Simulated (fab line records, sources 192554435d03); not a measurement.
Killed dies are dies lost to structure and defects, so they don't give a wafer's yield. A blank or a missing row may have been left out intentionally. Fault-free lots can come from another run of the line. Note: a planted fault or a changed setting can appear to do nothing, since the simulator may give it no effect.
Lot-split experiment | flow n5_finfet | 21 wafers read from 7 lots, route of 1938 steps

== THE SPLIT ==
At N5_MOL_CONTACT_COAG_EXPOSE_05 (exposes mask CA, defocus 0 nm), the setting dose_mj was moved away from the recipe's 38.25 on 10 of the 21 wafers read, by -2.5% to +6.1%. This setting was run at the recipe's value on the other wafers.

== FROM THE SPLIT TO THE READING: what the file shows between them, 11 steps ==
- N5_MOL_CONTACT_COAG_PEB_06: peb time 60 s
- N5_MOL_CONTACT_COAG_DEVELOP_07: develop time 30 s
- N5_MOL_CONTACT_COAG_CD_MEAS_08: target cd 28 nm
- N5_MOL_CONTACT_COAG_DESCUM_13: chemistry O2, time 7 s
- N5_MOL_CONTACT_COAG_ETCH_59: etches underlayer in N2/H2, target depth 13 nm, time 10.4 s
- N5_MOL_CONTACT_COAG_ETCH_105: etches SiARC in CF4, target depth 15.6 nm, time 26 s
- N5_MOL_CONTACT_COAG_ETCH_106: etches SOC in N2/H2, target depth 80 nm, overetch 16 nm, time 120 s
- N5_MOL_CONTACT_COAG_STRIP_107: strips in N2/H2
- N5_MOL_CONTACT_COAG_STRIP_108: strips in N2/H2
- N5_MOL_CONTACT_COAG_ETCH_110: etches Si in CF4/O2, target depth 2.5 nm, time 8 s
- N5_MOL_CONTACT_COAG_STRIP_98: strips in N2/H2

== THE READING ==
At N5_MOL_CONTACT_COAG_CD_MEAS_99: cd_nm in nanometres, against a target cd of 17.2 nm. Typical for fault-free wafers on this fab line: 17.2 nm, with standard deviation 0.37 nm.

wafer  | tool, chamber at the split | dose_mj as run | against the recipe | cd_nm, nm | against lot-mates on the recipe
L079.2 | euv_scanner-01, 0          | 38.25          | recipe             | 17.1      | -
L079.3 | euv_scanner-01, 0          | 39.27          | +2.7%              | 17.5      | +0.4
L079.4 | euv_scanner-01, 0          | 39.27          | +2.7%              | 17.3      | +0.2
L084.2 | euv_scanner-01, 0          | 38.25          | recipe             | 17.2      | -
L084.3 | euv_scanner-01, 0          | 40.09          | +4.8%              | 17.9      | +0.7
L084.5 | euv_scanner-01, 0          | 40.09          | +4.8%              | 18.2      | +1.0
L089.3 | euv_scanner-01, 0          | 40.6           | +6.1%              | 18.1      | +0.8
L089.5 | euv_scanner-01, 0          | 40.6           | +6.1%              | 18.0      | +0.7
L089.6 | euv_scanner-01, 0          | 38.25          | recipe             | 17.3      | -
L093.1 | euv_scanner-01, 0          | 40.52          | +5.9%              | 18.1      | +1.0
L093.4 | euv_scanner-01, 0          | 38.25          | recipe             | 17.1      | -
L093.6 | euv_scanner-01, 0          | 40.52          | +5.9%              | 18.0      | +0.9
L092.1 | euv_scanner-01, 0          | 38.25          | recipe             | 17.7      | -
L092.2 | euv_scanner-01, 0          | 38.25          | recipe             | 17.6      | -
L092.5 | euv_scanner-01, 0          | 38.25          | recipe             | 17.3      | -
L096.2 | euv_scanner-01, 0          | 37.3           | -2.5%              | 16.7      | -0.6
L096.3 | euv_scanner-01, 0          | 38.25          | recipe             | 17.3      | -
L096.5 | euv_scanner-01, 0          | 37.3           | -2.5%              | 16.7      | -0.6
L097.1 | euv_scanner-01, 0          | 38.25          | recipe             | 17.6      | -
L097.4 | euv_scanner-01, 0          | 38.25          | recipe             | 17.6      | -
L097.6 | euv_scanner-01, 0          | 38.25          | recipe             | 17.5      | -

FIT RESULTS
A straight line over all 21 wafers: cd_nm changes by +0.132 nm for each +1% of dose_mj; r = +0.87; the points scatter about the line by 0.22 nm.
The same after taking each lot's own level away (the mean of its wafers on the recipe; 21 wafers): +0.159 nm for each +1%; r = +0.96; scatter 0.14 nm.
Per that fit: largest dose_mj move, reading shift of 0.98 nm.
The span of the lots' own levels, 17.10 to 17.57 nm, comes to 1.3 times the standard deviation stated above.
In other words, the slope is changed by the lot-to-lot level; the two fits disagree.
Check: for one of the wafers moved furthest among these (+6.1%), held out of the fit, the line's prediction against its lot-mates is +0.959 nm. Against them it came out at +0.8 nm.

== THE WHOLE CHAIN: every reading that the file lists as answering this split, in the file's order ==
step                           | what it does                                                        | reading                                                                        | change (the file's fit)               | r (the file's)
N5_MOL_CONTACT_COAG_CD_MEAS_08 | target cd 28 nm                                                     | cd_nm                                                                          | +0.207 nm for each +1% of the setting | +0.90
N5_MOL_CONTACT_COAG_ETCH_59    | etches underlayer in N2/H2, target depth 13 nm, time 10.4 s         | MOL_CONTACT_COAG.cd_offset_nm (the simulator's own value, which no gauge read) | +0.198 nm for each +1% of the setting | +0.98
N5_MOL_CONTACT_COAG_ETCH_105   | etches SiARC in CF4, target depth 15.6 nm, time 26 s                | MOL_CONTACT_COAG.cd_offset_nm (the simulator's own value, which no gauge read) | +0.206 nm for each +1% of the setting | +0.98
N5_MOL_CONTACT_COAG_ETCH_106   | etches SOC in N2/H2, target depth 80 nm, overetch 16 nm, time 120 s | MOL_CONTACT_COAG.cd_offset_nm (the simulator's own value, which no gauge read) | +0.175 nm for each +1% of the setting | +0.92
N5_MOL_CONTACT_COAG_CD_MEAS_99 | target cd 17.2 nm                                                   | cd_nm                                                                          | +0.15 nm for each +1% of the setting  | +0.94

== FILE'S OWN FIT ==
cd_nm changes by +0.15 nm for each +1% of dose_mj, r = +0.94.
